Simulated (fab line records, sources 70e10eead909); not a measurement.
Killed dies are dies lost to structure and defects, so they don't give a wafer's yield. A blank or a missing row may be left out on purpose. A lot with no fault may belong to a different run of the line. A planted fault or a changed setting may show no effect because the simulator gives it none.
Matching of chambers / flow nand harc / rie diel-02 running NHARC_P_M1_DESCUM_14: 4 sister chambers
The step chemistry O2, time 3 s. 14 wafers are shown with their chamber, then 7 later ones without.

WAFERS WITH THEIR CHAMBER
wafer=L574.1; chamber=1; drypump motor current A (A)=5.2; rf vpp V (V)=55.7; oes product au (a.u.)=0.985
wafer=L574.2; chamber=3; drypump motor current A (A)=6.3; rf vpp V (V)=57.1; oes product au (a.u.)=0.994
wafer=L574.6; chamber=2; drypump motor current A (A)=5.8; rf vpp V (V)=57.9; oes product au (a.u.)=0.998
wafer=L575.2; chamber=3; drypump motor current A (A)=6.3; rf vpp V (V)=58.2; oes product au (a.u.)=1.005
wafer=L575.5; chamber=3; drypump motor current A (A)=6.3; rf vpp V (V)=59.2; oes product au (a.u.)=0.991
wafer=L575.6; chamber=2; drypump motor current A (A)=5.7; rf vpp V (V)=57.7; oes product au (a.u.)=0.992
wafer=L576.2; chamber=1; drypump motor current A (A)=5.2; rf vpp V (V)=56.8; oes product au (a.u.)=0.997
wafer=L576.3; chamber=2; drypump motor current A (A)=5.7; rf vpp V (V)=57.6; oes product au (a.u.)=1.003
wafer=L576.6; chamber=0; drypump motor current A (A)=5.7; rf vpp V (V)=56.4; oes product au (a.u.)=1.009
wafer=L578.2; chamber=2; drypump motor current A (A)=5.7; rf vpp V (V)=57.2; oes product au (a.u.)=1.000
wafer=L578.3; chamber=0; drypump motor current A (A)=5.7; rf vpp V (V)=57.0; oes product au (a.u.)=1.006
wafer=L578.5; chamber=1; drypump motor current A (A)=5.2; rf vpp V (V)=58.0; oes product au (a.u.)=0.991
wafer=L579.3; chamber=2; drypump motor current A (A)=5.7; rf vpp V (V)=58.4; oes product au (a.u.)=1.005
wafer=L579.5; chamber=1; drypump motor current A (A)=5.2; rf vpp V (V)=56.2; oes product au (a.u.)=1.004

SIGNATURES (averages over the wafers above)
reading=drypump motor current A; chamber 0=5.700; chamber 1=5.200; chamber 2=5.720; chamber 3=6.300; scatter within a chamber=0.0283
reading=rf vpp V; chamber 0=56.700; chamber 1=56.675; chamber 2=57.760; chamber 3=58.167; scatter within a chamber=0.781
reading=oes product au; chamber 0=1.00750; chamber 1=0.99425; chamber 2=0.99960; chamber 3=0.99667; scatter within a chamber=0.00643
Rule: for each reading, subtract the chamber's mean from the wafer's reading, divide by that reading's scatter and square the result; add these up over the readings and take the root, which gives the wafer's distance from the chamber. The wafer belongs to the nearest chamber; if the next one is less than 2 further off, it can't be placed. The scatter: take each reading less its chamber's mean, square it, sum over the shown wafers, divide by the number of wafers less the number of chambers, and take the root.

WAFERS MISSING THEIR CHAMBER
wafer=L579.6; drypump motor current A (A)=5.7; rf vpp V (V)=56.5; oes product au (a.u.)=1.014
wafer=L590.4; drypump motor current A (A)=5.7; rf vpp V (V)=55.7; oes product au (a.u.)=1.008
wafer=L590.5; drypump motor current A (A)=5.8; rf vpp V (V)=58.3; oes product au (a.u.)=0.985
wafer=L590.6; drypump motor current A (A)=5.2; rf vpp V (V)=58.0; oes product au (a.u.)=0.998
wafer=L592.1; drypump motor current A (A)=5.2; rf vpp V (V)=59.0; oes product au (a.u.)=0.996
wafer=L592.2; drypump motor current A (A)=6.3; rf vpp V (V)=57.8; oes product au (a.u.)=0.992
wafer=L592.3; drypump motor current A (A)=5.7; rf vpp V (V)=58.1; oes product au (a.u.)=1.011

CHAMBER TAKEN BY EACH
wafer=L579.6; from the rows above=can't be placed: 0 or 2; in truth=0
wafer=L590.4; from the rows above=can't be placed: 0 or 2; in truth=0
wafer=L590.5; from the rows above=can't be placed: 2 or 0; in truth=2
wafer=L590.6; from the rows above=1; in truth=1
wafer=L592.1; from the rows above=1; in truth=1
wafer=L592.2; from the rows above=3; in truth=3
wafer=L592.3; from the rows above=can't be placed: 0 or 2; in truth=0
Placed correctly: 3 of 7. Not placeable from these rows: 4 (in 4, the candidates include the true chamber). 0 placed wrongly.
